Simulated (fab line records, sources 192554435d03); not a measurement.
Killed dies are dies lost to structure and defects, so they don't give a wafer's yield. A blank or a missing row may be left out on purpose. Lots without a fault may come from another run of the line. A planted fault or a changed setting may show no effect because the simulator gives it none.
Problem report in the 8D (eight disciplines) form, filled by code | flow n5_finfet | the parts of the form that need people (team, actions taken, sign-off) are left out
Where a reading is given only as a bound, like >300, the bound stands for it, and a mean or a difference that rests on one is marked > or <: the true number lies beyond.

1. THE PROBLEM
raw_defect_count at N5_BEOL_M0_CUTY_INSPECT_59 reads a mean of >300 on 1 wafer of 1 lot; wafers without a fault read 1.9 with a standard deviation of 1.4. That is +99 or more standard deviations from the usual mean.
The step: inspects for defects (macro).
First seen on wafer L288.4, day 7 15:38, on defect_inspect-02. The record holds 27 wafers of 9 lots with a number at this step. Rule for "out", or "out of limits": more than 4 standard deviations from the usual mean. The other wafers with a number count as sound.

2. WHAT IT IS AND WHAT IT IS NOT
question                    | is                | is not
which readings at this step | raw_defect_count  | -
which lots                  | L288              | L282, L283, L284, L285, L295, L296, L297, L303
which wafers of those lots  | L288.4            | L288.5, L288.6
read on which gauges        | defect_inspect-02 | defect_inspect-01
when                        | from day 7 15:38  | up to then (14 sound wafers); but 12 sound wafers of L295, L296, L297, L303 came after

3. SUSPECTS, AND WHAT RULES EACH OUT
Counting: a tool at a process step up to the reading stays a suspect if it ran every lot that is out. Sound lots after the first of them don't rule it out here, since some wafers of a struck lot are sound.
- the gauge at N5_BEOL_M0_CUTY_INSPECT_59: ruled out. All the wafers that are out were read on defect_inspect-02, but those of them that N5_PASSIVATION_PROBE_49 has rows for are out there too, on other tools.
- ald_sin-04 at N5_BEOL_M0_SAQP_SPACER1_ALD_98 (deposits SiO2, target thk 12.8 nm, pulse time 1 s, purge time 2 s): kept. It ran the lot that is out, L288 (day 7 11:19); its last sound lot up to then is L284 (day 6 13:55).
- vapor_etch-01 at N5_BEOL_M0_SAQP_RECESS_104 (chemistry HF/NH3, target SiO2, target depth 18 nm, afs cycles 3, sublimation time 60 s): kept. It ran the lot that is out, L288 (day 7 12:24); its last sound lot up to then is L283 (day 6 10:22).
- rie_si-02 at N5_BEOL_M0_SAQP_MANDREL2_REMOVE_110 (chemistry HBr/Cl2/O2, target a-Si, stops on SiCN, bt time 10 s): kept. It ran the lot that is out, L288 (day 7 13:44); its last sound lot up to then is L283 (day 6 12:04).
- Within ald_sin-04 at N5_BEOL_M0_SAQP_SPACER1_ALD_98: the wafers that are out ran in chamber 3; their sound lot-mates ran in chambers 0, 1.
- Within rie_si-02 at N5_BEOL_M0_SAQP_MANDREL2_REMOVE_110: the wafers that are out ran in chamber 1; their sound lot-mates ran in chambers 2, 3.
Left after counting: ald_sin-04 at N5_BEOL_M0_SAQP_SPACER1_ALD_98, vapor_etch-01 at N5_BEOL_M0_SAQP_RECESS_104, rie_si-02 at N5_BEOL_M0_SAQP_MANDREL2_REMOVE_110.

4. THE CAUSE (what the simulator had put in)
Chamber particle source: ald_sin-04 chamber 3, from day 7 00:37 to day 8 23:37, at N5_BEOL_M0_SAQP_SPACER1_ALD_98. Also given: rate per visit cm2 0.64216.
Counting left 3 suspects, and this tool is among them.

5. THE CHAIN OF EFFECTS, in route order
Each row: a reading whose mean over the struck wafers that have a number lies more than 3 standard deviations from the usual. Only readings for which the record gives a usual standard deviation are gone through. hours: the time from each lot's start at the first step in this table that gives one to its start at this step, as a median over the lots. sigmas: the change in usual standard deviations.
hours | step                       | reading              | usual  | on struck wafers | change | sigmas
0     | N5_BEOL_M0_SAQP_INSPECT_42 | raw_defect_count     | 296    | 661              | +365   | +3.6
1     | N5_BEOL_M0_CUTY_INSPECT_59 | raw_defect_count     | 1.9    | >300             | >+298  | +99 or more
172   | N5_PASSIVATION_PROBE_49    | defect_limited_yield | 91.2 % | 81.9             | -9.3   | -6.6
172   | N5_PASSIVATION_PROBE_49    | killed_at_M0_to_M3   | 35     | 149              | +114   | +10
172   | N5_PASSIVATION_PROBE_49    | killed_dies          | 103    | 213              | +110   | +6.5
172   | N5_PASSIVATION_PROBE_49    | sort_bin_5_function  | 5.1 %  | 12.5             | +7.4   | +8.3
172   | N5_PASSIVATION_PROBE_49    | sort_n_pass          | 1077   | 967              | -110   | -6.5
172   | N5_PASSIVATION_PROBE_49    | sort_yield_pct       | 91.2 % | 81.9             | -9.3   | -6.6
The process steps in it:
- N5_PASSIVATION_PROBE_49
Later measuring or inspecting steps at which every struck wafer that the step has a row for has a number for every such reading, and none has moved that far: N5_BEOL_M4_RC_MEAS_101.

6. WHAT WOULD HAVE CAUGHT IT SOONER
In this record the first reading out of limits at a measuring or inspecting step was taken at day 7 15:38, 15 hours after the fault began at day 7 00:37.
Of the tool readings at N5_BEOL_M0_SAQP_SPACER1_ALD_98 for which the record gives a usual standard deviation, none was out on any struck wafer, so an alarm limit of 4 standard deviations on them would not have fired.
All the lots that are out (1) had begun N5_BEOL_M0_SAQP_SPACER1_ALD_98 on ald_sin-04 by day 7 15:38. A hold on the tool at that time would have spared none of them.
